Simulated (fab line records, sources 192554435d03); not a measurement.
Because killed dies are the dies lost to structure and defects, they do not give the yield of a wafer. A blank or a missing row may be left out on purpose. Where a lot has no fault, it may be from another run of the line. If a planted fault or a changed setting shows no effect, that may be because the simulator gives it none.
Split-lot experiment	flow n5-finfet	21 wafers read from 7 lots, route of 1938 steps

== THE SPLIT ==
At N5_BEOL_M0_SAQP_EXPOSE_11 (exposes mask M0 CORE, target cd 42 nm), the setting dose-mj was moved away from the recipe's 55 on 10 of the 21 wafers read, by -6.1% to +6.7%. All remaining wafers had this setting at the recipe value.

== FROM THE SPLIT TO THE READING: what the file shows between them, 2 steps ==
- N5_BEOL_M0_SAQP_PEB_12: peb time 60 s
- N5_BEOL_M0_SAQP_DEVELOP_13: develop time 30 s

== THE READING ==
At N5_BEOL_M0_SAQP_CD_MEAS_14: cd-nm in nanometres, against a target cd of 42.5 nm. On this fab line, fault-free wafers typically give 42.5 nm with a standard deviation of 0.39 nm.

wafer	tool, chamber at the split	dose-mj as run	against the recipe	cd-nm, nm	against lot-mates on the recipe
L074.1	arfi-scanner-01, 0	57.53	+4.6%	40.9	-1.8
L074.2	arfi-scanner-01, 0	55	recipe	42.7	-
L074.4	arfi-scanner-01, 0	57.53	+4.6%	41.2	-1.5
L081.2	arfi-scanner-03, 0	56.2	+2.2%	40.9	-1.3
L081.3	arfi-scanner-03, 0	55	recipe	42.2	-
L081.5	arfi-scanner-03, 0	56.2	+2.2%	41.3	-0.9
L088.2	arfi-scanner-01, 0	51.75	-5.9%	44.4	+2.4
L088.3	arfi-scanner-01, 0	55	recipe	42.0	-
L088.6	arfi-scanner-01, 0	51.75	-5.9%	43.6	+1.6
L089.2	arfi-scanner-01, 0	58.69	+6.7%	40.6	-2.1
L089.3	arfi-scanner-01, 0	55	recipe	42.6	-
L089.4	arfi-scanner-01, 0	55	recipe	42.7	-
L091.2	arfi-scanner-02, 0	53.73	-2.3%	43.3	+0.5
L091.4	arfi-scanner-02, 0	53.73	-2.3%	43.2	+0.4
L091.5	arfi-scanner-02, 0	55	recipe	42.8	-
L094.1	arfi-scanner-03, 0	55	recipe	42.0	-
L094.4	arfi-scanner-03, 0	51.65	-6.1%	44.5	+2.5
L094.6	arfi-scanner-03, 0	55	recipe	42.0	-
L096.1	arfi-scanner-02, 0	55	recipe	43.0	-
L096.4	arfi-scanner-02, 0	55	recipe	42.0	-
L096.6	arfi-scanner-02, 0	55	recipe	42.3	-

FIT RESULTS
A straight line over all 21 wafers: cd-nm changes by -0.307 nm for each +1% of dose-mj; r = -0.94; the points scatter about the line by 0.39 nm.
The same after taking each lot's own level away (the mean of its wafers on the recipe; 21 wafers): -0.349 nm for each +1%; r = -0.97; scatter 0.3 nm.
According to that fit, moving dose-mj by its largest amount changes the reading by 2.3 nm.
Across the lots, their own levels run from 42.00 to 42.80 nm, a range of 2.1 times the standard deviation given above.
Hence the slope depends on the lot-to-lot level, as the two fits are not the same.
Check: for one of the wafers moved furthest among these (+6.7%), held out of the fit, the line's prediction against its lot-mates is -2.5 nm. It came out at -2.05 nm against them.

== THE OTHER SPLITS THESE WAFERS WENT THROUGH ==
These wafers also went through other splits before the reading. Each is held against what the fit with the lots' levels taken away leaves over:
other split on the same wafers	wafers away from the commonest value	r with cd-nm (lot level and that fit taken away)
N5_HKMG_FIN_ETCH_55 bias-w	9	+0.23
N5_GATE_CUT_EXPOSE_10 dose-mj	7	+0.10
N5_MOL_CONTACT_COAG_ETCH_105 bias-w	8	+0.26
N5_MOL_CONTACT_COAG_COAT_64 spin-rpm	7	+0.17

== FILE'S OWN FIT ==
cd-nm changes by -0.346 nm for each +1% of dose-mj, r = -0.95.
